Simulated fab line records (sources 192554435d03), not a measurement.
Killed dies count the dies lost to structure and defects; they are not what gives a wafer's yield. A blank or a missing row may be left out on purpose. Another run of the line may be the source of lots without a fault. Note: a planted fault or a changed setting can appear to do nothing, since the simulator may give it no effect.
Problem report in the 8D (eight disciplines) form, filled by code :: flow n5_finfet :: the parts of the form that need people (team, actions taken, sign-off) are left out

## 1. WHAT WENT WRONG
VIA_MOL_THK at N5_MOL_CONTACT_COAG_THK_MEAS_53 reads a mean of 16.7 nm on 1 wafer of 1 lot; wafers without a fault read 43.8 nm with a standard deviation of 0.77. Measured from the usual mean, that is -35 standard deviations.
First observed at day 9 00:35: wafer L921.3, on film_metro-02. Wafers with a number at this step in the record: 29, from 10 lots. Rule for "out" (also "out of limits"): further than 4 standard deviations from the usual mean. All remaining wafers that have a number are taken as sound.

## 2. WHAT IT IS, AND WHAT IT ISN'T
question: which readings at this step
is: VIA_MOL_THK
is not: -

question: which lots
is: L921
is not: L907, L908, L909, L910, L911, L912, L914, L926, L930

question: which wafers of those lots
is: L921.3
is not: L921.5

question: read on which gauges
is: film_metro-02
is not: film_metro-01

question: when
is: from day 9 00:35
is not: up to then (22 sound wafers); but 6 sound wafers of L926, L930 came after

## 3. WHAT RULES OUT EACH SUSPECT
Counting: any tool at a process step up to the reading remains a suspect provided it ran every lot that is out. Sound lots after the first of them don't rule it out here, since some wafers of a struck lot are sound.
- the gauge at N5_MOL_CONTACT_COAG_THK_MEAS_53: kept. All the wafers that are out were read on film_metro-02, and no step on other tools shows them out.
- pecvd-04 at N5_MOL_CONTACT_COAG_PECVD_31 (deposits SiO2 from TEOS/O2, target thk 46 nm, time 8.9 s): kept. It ran the lot that is out, L921 (day 8 20:00); its last sound lot up to then is L912 (day 6 05:18).
- cmp-04 at N5_MOL_CONTACT_COAG_CMP_52 (polishes, stops on SiO2, t overpolish 1.5 s, target thk 66.5 nm): kept. It ran the lot that is out, L921 (day 9 00:24).
- Within cmp-04 at N5_MOL_CONTACT_COAG_CMP_52, the wafers that are out were processed in chamber 0 and their sound lot-mates in chamber 2.
Left after counting: pecvd-04 at N5_MOL_CONTACT_COAG_PECVD_31, cmp-04 at N5_MOL_CONTACT_COAG_CMP_52, film_metro-02 at N5_MOL_CONTACT_COAG_THK_MEAS_53.

## 4. THE CAUSE (what the simulator had put in)
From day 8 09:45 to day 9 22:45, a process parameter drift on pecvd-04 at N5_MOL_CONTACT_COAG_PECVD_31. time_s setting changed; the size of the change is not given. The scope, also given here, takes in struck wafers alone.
Counting left 3 suspects, and this tool is among them.

## 5. THE EFFECT CHAIN, in route order
Each row: a reading whose mean over the struck wafers that have a number lies more than 3 standard deviations from the usual. Readings are gone through only where the record gives a usual standard deviation; hours: the median, over the lots, of the time from a lot's start at the first step in this table giving one to that lot's start at this step; sigmas: the change measured in usual standard deviations.
hours: 0
step: N5_MOL_CONTACT_COAG_THK_MEAS_53
reading: VIA_MOL_THK
usual: 43.8 nm
on struck wafers: 16.7
change: -27.1
sigmas: -35
At these later measuring or inspecting steps, every struck wafer for which the step has a row has a number for every such reading, and none has moved that far: N5_MOL_CONTACT_COAG_INSPECT_97, N5_BEOL_M4_RC_MEAS_101.

## 6. HOW IT WOULD HAVE BEEN CAUGHT EARLIER
15 hours passed between the start of the fault at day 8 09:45 and the first reading out of limits at a measuring or inspecting step in this record, taken at day 9 00:35.
All the lots that are out (1) had begun N5_MOL_CONTACT_COAG_PECVD_31 on pecvd-04 by day 9 00:35. None of them would have been spared by holding the tool at that moment.
